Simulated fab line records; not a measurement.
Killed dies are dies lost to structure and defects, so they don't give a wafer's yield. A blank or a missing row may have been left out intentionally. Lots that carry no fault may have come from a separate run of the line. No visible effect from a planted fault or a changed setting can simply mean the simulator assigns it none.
Problem report in the 8D (eight disciplines) form, filled by code | flow n5Finfet | the parts of the form that need people (team, actions taken, sign-off) are left out

1. THE ISSUE
etchRfOnTimeS at N5_BEOL_M4_ETCH_74 reads a mean of 3.43 s on 3 wafers of 2 lots; wafers without a fault read 5.23 s with a standard deviation of 0.12. That is -15 standard deviations from the usual mean.
The step: etches underlayer in N2/H2, target depth 6.5 nm, time 5.2 s.
Seen first at day 11 14:51 on rieDiel-04, wafer L988.3. At this step, 27 wafers from 9 lots have a number in the record. By rule, "out" or "out of limits" means more than 4 standard deviations away from the usual mean. The other wafers with a number count as sound.

2. WHAT IT IS; WHAT IT IS NOT
question                    | is                     | is not
which readings at this step | etchRfOnTimeS          | drypumpMotorCurrentA, rfVppV, showerheadPlenumPTorr, throttleValvePct
which lots                  | L988, L990             | L978, L980, L986, L991, L992, L994, L995
which wafers of those lots  | L988.3, L988.6, L990.6 | L988.5, L990.2, L990.4
read on which tools         | rieDiel-04             | rieDiel-03, rieDiel-05
when                        | from day 11 14:51      | up to then (10 sound wafers); but 14 sound wafers of L990, L991, L992, L994, L995 came after

3. SUSPECTS, AND WHAT RULES EACH OUT
Counting: any tool at a process step up to the reading remains a suspect provided it ran every lot that is out. Sound lots after the first of them don't rule it out here, since some wafers of a struck lot are sound.
- rieDiel-04 at N5_BEOL_M4_ETCH_74 (etches underlayer in N2/H2, target depth 6.5 nm, time 5.2 s): kept. Every lot that is out went through it, the first being L988 (day 11 14:51); the last sound lot it ran before that was L986 (day 11 13:00). Its own readings are out on those wafers: etchRfOnTimeS.
The count leaves rieDiel-04 at N5_BEOL_M4_ETCH_74.

4. THE CAUSE (what the simulator had put in)
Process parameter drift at N5_BEOL_M4_ETCH_74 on rieDiel-04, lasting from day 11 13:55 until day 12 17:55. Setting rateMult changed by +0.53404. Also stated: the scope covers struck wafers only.
This tool alone remained once counting was done.

5. THE CHAIN OF EFFECTS, in route order
Each row: a reading where the mean over the struck wafers with a number is more than 3 standard deviations away from the usual. Only readings for which the record gives a usual standard deviation are gone through. hours: the time from each lot's start at the first step in this table that gives one to its start at this step, as a median over the lots. sigmas: the change in usual standard deviations.
hours | step               | reading       | usual  | on struck wafers | change | sigmas
0     | N5_BEOL_M4_ETCH_74 | etchRfOnTimeS | 5.23 s | 3.43             | -1.80  | -15
Process steps it contains:
- N5_BEOL_M4_ETCH_74: etches underlayer in N2/H2, target depth 6.5 nm, time 5.2 s.
Later steps that measure or inspect, where all struck wafers having a row at the step show a number for every such reading and not one has moved that far: N5_BEOL_M4_RC_MEAS_101.

6. HOW IT WOULD HAVE BEEN CAUGHT EARLIER
In this record the first reading out of limits was taken at day 11 14:51, 1 hour after the fault began at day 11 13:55.
